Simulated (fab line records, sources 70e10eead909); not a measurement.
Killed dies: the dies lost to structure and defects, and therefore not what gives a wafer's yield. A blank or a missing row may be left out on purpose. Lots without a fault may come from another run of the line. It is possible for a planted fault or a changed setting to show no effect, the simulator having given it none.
Which of the tools did it? + flow nand_harc + 11 lots, 33 wafers sampled, at 6 steps of a route of 1159

== WHAT THE GAUGES READ, wafer by wafer ==
NHARC_A_M0_INSPECT_11. Usual: raw_defect_count reads 30 (standard deviation 12).
| lot  | measured     | on                | raw_defect_count | flag |
|------|--------------|-------------------|------------------|------|
| L240 | day 17 21:13 | defect_inspect-02 | 22 9 15          |      |
| L245 | day 17 23:44 | defect_inspect-02 | 17 22 16         |      |
| L247 | day 19 01:02 | defect_inspect-02 | 38 34 29         |      |
| L250 | day 20 00:44 | defect_inspect-02 | 33 30 30         |      |
| L251 | day 20 16:01 | defect_inspect-01 | 29 19 30         |      |
| L253 | day 21 00:10 | defect_inspect-02 | 527 34 514       | OFF  |
| L256 | day 21 15:11 | defect_inspect-02 | 29 27 23         |      |
| L255 | day 21 15:38 | defect_inspect-01 | 494 44 35        | OFF  |
| L258 | day 22 10:50 | defect_inspect-02 | 16 26 31         |      |
| L260 | day 22 11:07 | defect_inspect-02 | 25 17 23         |      |
| L261 | day 22 14:35 | defect_inspect-02 | 39 34 30         |      |

NHARC_A_M0_CD_MEAS_16. Usual: cd_nm reads 80.2 nm (standard deviation 0.74).
| lot  | measured     | on        | cd_nm (nm)     | flag |
|------|--------------|-----------|----------------|------|
| L240 | day 17 21:34 | cd_sem-02 | 79.8 81.2 79.8 |      |
| L245 | day 18 00:06 | cd_sem-02 | 80.1 80.5 80.1 |      |
| L247 | day 19 01:23 | cd_sem-03 | 80.3 79.4 79.5 |      |
| L250 | day 20 01:05 | cd_sem-01 | 80.1 79.9 79.6 |      |
| L251 | day 20 16:22 | cd_sem-01 | 80.8 81.1 81.8 |      |
| L253 | day 21 00:32 | cd_sem-03 | 78.9 81.0 80.9 |      |
| L256 | day 21 15:35 | cd_sem-03 | 79.7 80.3 80.0 |      |
| L255 | day 21 16:08 | cd_sem-02 | 80.9 80.8 81.0 |      |
| L258 | day 22 11:11 | cd_sem-03 | 79.7 80.2 80.9 |      |
| L260 | day 22 11:28 | cd_sem-03 | 80.7 81.1 80.5 |      |
| L261 | day 22 14:57 | cd_sem-02 | 80.4 81.3 80.2 |      |

NHARC_END_SORT_01. Usual: defect_limited_yield 95.8 %, standard deviation 1.2; killed_at_array 24, standard deviation 7.4; killed_at_other 0.5, standard deviation 0.81; killed_at_periphery 3.4, standard deviation 2.3; killed_dies 28, standard deviation 8; killed_open 3.4, standard deviation 1.8; killed_short 2.0, standard deviation 1.4; sort_bin_2_pct 1.3 %, standard deviation 0.54; sort_bin_3_pct 0.23 %, standard deviation 0.2; sort_bin_4_pct 2.7 %, standard deviation 0.77; sort_n_pass 649, standard deviation 8; sort_rim_yield_pct 94.2 %, standard deviation 2.7; sort_yield_pct 95.8 %, standard deviation 1.2.
| lot  | measured     | on        | defect_limited_yield (%) | killed_at_array | killed_at_other | killed_at_periphery | killed_dies | killed_open | killed_short | sort_bin_2_pct (%) | sort_bin_3_pct (%) | sort_bin_4_pct (%) | sort_n_pass | sort_rim_yield_pct (%) | sort_yield_pct (%) | flag |
|------|--------------|-----------|--------------------------|-----------------|-----------------|---------------------|-------------|-------------|--------------|--------------------|--------------------|--------------------|-------------|------------------------|--------------------|------|
| L253 | day 22 13:58 | prober-01 | 86.3 96.3 86.3           | 87 23 91        | 0 0 0           | 6 2 2               | 93 25 93    | 3 6 5       | 2 2 1        | 5.6 0.7 5.6        | 3.10 0.30 2.95     | 5.0 2.7 5.2        | 584 652 584 | 84.9 92.5 83.0         | 86.3 96.3 86.3     | OFF  |
| L255 | day 23 18:50 | prober-01 | 88.2 94.8 94.7           | 77 34 33        | 0 0 0           | 3 1 3               | 80 35 36    | 1 2 5       | 2 2 3        | 4.3 2.5 1.5        | 3.84 0.15 0        | 3.7 2.5 3.8        | 597 642 641 | 82.1 94.3 93.4         | 88.2 94.8 94.7     | OFF  |

== WHICH TOOL RAN EACH LOT (tool, then ch and the chambers of the sampled wafers, then the start) ==
| lot  | NHARC_A_BLC_DEGAS_30         | NHARC_A_M0_DEP_00               | NHARC_A_M0_ETCH_34                 |
|------|------------------------------|---------------------------------|------------------------------------|
| L240 | pvd_sputter-01, day 17 18:43 | pecvd-02 ch 0,1,2, day 17 20:15 | rie_diel-06 ch 0,1, day 17 21:22   |
| L245 | pvd_sputter-01, day 17 21:17 | pecvd-02 ch 0,2, day 17 22:53   | rie_diel-06 ch 0,2, day 17 23:53   |
| L247 | pvd_sputter-03, day 18 19:36 | pecvd-02 ch 1,2, day 19 00:04   | rie_diel-13 ch 1,2,3, day 19 01:11 |
| L250 | pvd_sputter-03, day 19 17:57 | pecvd-02 ch 1,2, day 19 23:51   | rie_diel-06 ch 0,3, day 20 00:52   |
| L251 | pvd_sputter-02, day 20 11:58 | pecvd-02 ch 0,1,2, day 20 15:10 | rie_diel-02 ch 0,1, day 20 16:09   |
| L253 | pvd_sputter-02, day 20 19:19 | pecvd-02 ch 0,1, day 20 23:11   | rie_diel-02 ch 0,1,2, day 21 00:19 |
| L256 | pvd_sputter-01, day 21 12:28 | pecvd-03 ch 0,1,2, day 21 14:22 | rie_diel-13 ch 1,2, day 21 15:21   |
| L255 | pvd_sputter-01, day 21 13:21 | pecvd-02 ch 0,2, day 21 14:50   | rie_diel-06 ch 0,1,3, day 21 15:48 |
| L258 | pvd_sputter-02, day 22 02:40 | pecvd-03 ch 1,2, day 22 10:05   | rie_diel-06 ch 0,2,3, day 22 10:59 |
| L260 | pvd_sputter-02, day 22 02:51 | pecvd-01 ch 0,2, day 22 10:16   | rie_diel-13 ch 1,2,3, day 22 11:15 |
| L261 | pvd_sputter-02, day 22 12:05 | pecvd-03 ch 0,1,2, day 22 13:48 | rie_diel-13 ch 0,3, day 22 14:44   |
- NHARC_A_BLC_DEGAS_30: time 60 s.
- NHARC_A_M0_DEP_00: deposits SiOC, target thk 150 nm.
- NHARC_A_M0_ETCH_34: etches the open film in N2/H2, target depth 40 nm, overetch 12 nm, time 43.94 s.

== AS READ BY THE TOOLS THEMSELVES (means over the sampled wafers that have a number; for cases with no such wafer, the mark the record gives instead) ==
NHARC_A_BLC_DEGAS_30. Usual: heater_power_w reads 461 W (standard deviation 46).
| lot  | tool           | heater_power_w (W) | flag |
|------|----------------|--------------------|------|
| L240 | pvd_sputter-01 | 434                |      |
| L245 | pvd_sputter-01 | 451                |      |
| L247 | pvd_sputter-03 | 486                |      |
| L250 | pvd_sputter-03 | 458                |      |
| L251 | pvd_sputter-02 | 453                |      |
| L253 | pvd_sputter-02 | 433                |      |
| L256 | pvd_sputter-01 | 442                |      |
| L255 | pvd_sputter-01 | 457                |      |
| L258 | pvd_sputter-02 | 442                |      |
| L260 | pvd_sputter-02 | 431                |      |
| L261 | pvd_sputter-02 | 436                |      |

NHARC_A_M0_DEP_00. Usual: rf_fwd_power_W 598.4 W, standard deviation 1.6; showerhead_vpp_V 1512 V, standard deviation 38.
| lot  | tool     | rf_fwd_power_W (W) | showerhead_vpp_V (V) | flag |
|------|----------|--------------------|----------------------|------|
| L240 | pecvd-02 | 596.5              | 1523                 |      |
| L245 | pecvd-02 | 596.8              | 1523                 |      |
| L247 | pecvd-02 | 596.9              | 1518                 |      |
| L250 | pecvd-02 | 598.8              | 1519                 |      |
| L251 | pecvd-02 | 599.0              | 1516                 |      |
| L253 | pecvd-02 | 599.2              | 1524                 |      |
| L256 | pecvd-03 | 598.9              | 1507                 |      |
| L255 | pecvd-02 | 598.5              | 1541                 |      |
| L258 | pecvd-03 | 599.4              | 1527                 |      |
| L260 | pecvd-01 | 598.3              | 1386                 | OFF  |
| L261 | pecvd-03 | 600.5              | 1514                 |      |

NHARC_A_M0_ETCH_34. Usual: drypump_motor_current_A 5.7 A, standard deviation 0.57; oes_product_au 1.000 a.u., standard deviation 0.0079; rf_fwd_power_W 395.1 W, standard deviation 1.6; rf_vpp_V 431.3 V, standard deviation 2.5; showerhead_plenum_p_Torr 2.07 Torr, standard deviation 0.084; throttle_valve_pct 14.171 %, standard deviation 0.0087.
| lot  | tool        | drypump_motor_current_A (A) | oes_product_au (a.u.) | rf_fwd_power_W (W) | rf_vpp_V (V) | showerhead_plenum_p_Torr (Torr) | throttle_valve_pct (%) | flag |
|------|-------------|-----------------------------|-----------------------|--------------------|--------------|---------------------------------|------------------------|------|
| L240 | rie_diel-06 | 6.0                         | 0.999                 | 396.3              | 433.4        | 2.12                            | 14.171                 |      |
| L245 | rie_diel-06 | 5.8                         | 0.992                 | 395.4              | 433.0        | 2.14                            | 14.179                 |      |
| L247 | rie_diel-13 | 6.2                         | 1.006                 | 394.0              | 433.1        | 2.12                            | 14.175                 |      |
| L250 | rie_diel-06 | 5.3                         | 1.000                 | 396.7              | 431.5        | 2.08                            | 14.167                 |      |
| L251 | rie_diel-02 | 5.7                         | 1.013                 | 396.0              | 426.4        | 1.92                            | 14.174                 |      |
| L253 | rie_diel-02 | 5.9                         | 1.002                 | 395.9              | 429.0        | 1.97                            | 14.167                 |      |
| L256 | rie_diel-13 | 5.7                         | 0.996                 | 392.4              | 433.4        | 2.12                            | 14.172                 |      |
| L255 | rie_diel-06 | 5.7                         | 0.986                 | 395.6              | 432.2        | 2.10                            | 14.168                 |      |
| L258 | rie_diel-06 | 5.5                         | 1.009                 | 395.7              | 432.9        | 2.12                            | 14.176                 |      |
| L260 | rie_diel-13 | 6.2                         | 1.002                 | 395.8              | 431.8        | 2.12                            | 14.172                 |      |
| L261 | rie_diel-13 | 5.9                         | 1.008                 | 396.6              | 430.8        | 2.06                            | 14.167                 |      |

== THE ANSWER, worked out from the rows above alone ==
Rule: lot off if the mean of its wafers having a number is beyond 3 standard deviations from the usual mean. A lot without any number at a reading at which 4 lots or more have one is off too. The other lots that the step has rows for count as sound. First the gauges in route order, then the tools' own readings, where a lot's mean is used as printed above. At the first step where some lot is off, the reading lying furthest off is the one used; lots without a number count as furthest.
Off at NHARC_A_M0_INSPECT_11 (raw_defect_count): L253, L255.
A tool fits if, at a process step before that reading, it ran every lot that is off, and no sound lot after the first of them. The gauges at NHARC_A_M0_INSPECT_11 aren't tried: what is off there is off at NHARC_END_SORT_01 too, on other tools, and a gauge's error can't cause that. One candidate fits, namely pecvd-02 at NHARC_A_M0_DEP_00. A fault onset in the window from L251 (day 20 15:10, its last sound lot) to L253 (day 20 23:11, its first lot off) fits.

== WHAT WAS PUT IN BY THE SIMULATOR ==
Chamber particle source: pecvd-02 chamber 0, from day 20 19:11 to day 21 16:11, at NHARC_A_M0_DEP_00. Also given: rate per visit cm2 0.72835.
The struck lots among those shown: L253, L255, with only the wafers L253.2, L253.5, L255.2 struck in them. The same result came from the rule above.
